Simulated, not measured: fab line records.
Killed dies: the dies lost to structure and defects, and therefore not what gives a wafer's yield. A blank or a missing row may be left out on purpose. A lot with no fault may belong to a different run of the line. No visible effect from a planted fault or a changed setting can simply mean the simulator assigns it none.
Chamber matching :: flow n5_finfet :: N5_BEOL_M0_SAQP_SPACER2_ALD_26 on ald_sin-03: 4 sister chambers
The step deposits SiO2, target thk 15 nm, pulse time 1 s, purge time 2 s. 4 wafers are shown with their chamber, then 10 later ones without.

WAFERS WITH THEIR CHAMBER
wafer: L086.2
chamber: 3
heater_power_w (W): 432

wafer: L086.3
chamber: 2
heater_power_w (W): 420

wafer: L087.2
chamber: 0
heater_power_w (W): 517

wafer: L087.4
chamber: 1
heater_power_w (W): 477

WAFERS WHOSE CHAMBER IS MISSING
wafer: L087.6
heater_power_w (W): 467

wafer: L089.1
heater_power_w (W): 534

wafer: L089.5
heater_power_w (W): 543

wafer: L089.6
heater_power_w (W): 429

wafer: L094.2
heater_power_w (W): 508

wafer: L094.5
heater_power_w (W): 533

wafer: L094.6
heater_power_w (W): 468

wafer: L095.1
heater_power_w (W): 427

wafer: L095.3
heater_power_w (W): 521

wafer: L095.4
heater_power_w (W): 465

EACH ONE'S CHAMBER
wafer: L087.6
from the rows above: can't be placed: 1 or 3
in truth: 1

wafer: L089.1
from the rows above: 0
in truth: 0

wafer: L089.5
from the rows above: 0
in truth: 0

wafer: L089.6
from the rows above: can't be placed: 3 or 2
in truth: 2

wafer: L094.2
from the rows above: can't be placed: 0 or 1
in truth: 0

wafer: L094.5
from the rows above: 0
in truth: 0

wafer: L094.6
from the rows above: 1
in truth: 1

wafer: L095.1
from the rows above: can't be placed: 3 or 2
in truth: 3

wafer: L095.3
from the rows above: 0
in truth: 0

wafer: L095.4
from the rows above: can't be placed: 1 or 3
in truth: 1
Correct placement for 5 of the 10. From these rows, 5 cannot be placed; in 5 the true chamber is one of the candidates. Number placed wrongly: 0.
How it was worked out, from the rows above alone: a wafer's distance from a chamber is the root of the sum, over the readings, of the square of ((its reading less the chamber's mean) divided by the reading's scatter). If the next closest chamber is less than 2 further off than the closest, the wafer can't be placed; otherwise it belongs to the closest. The mean given for a chamber averages the wafers shown for that chamber. The scatter (one wafer shown for each chamber): square how far every hidden wafer sits from the nearest shown wafer, average those squares and take the square root.
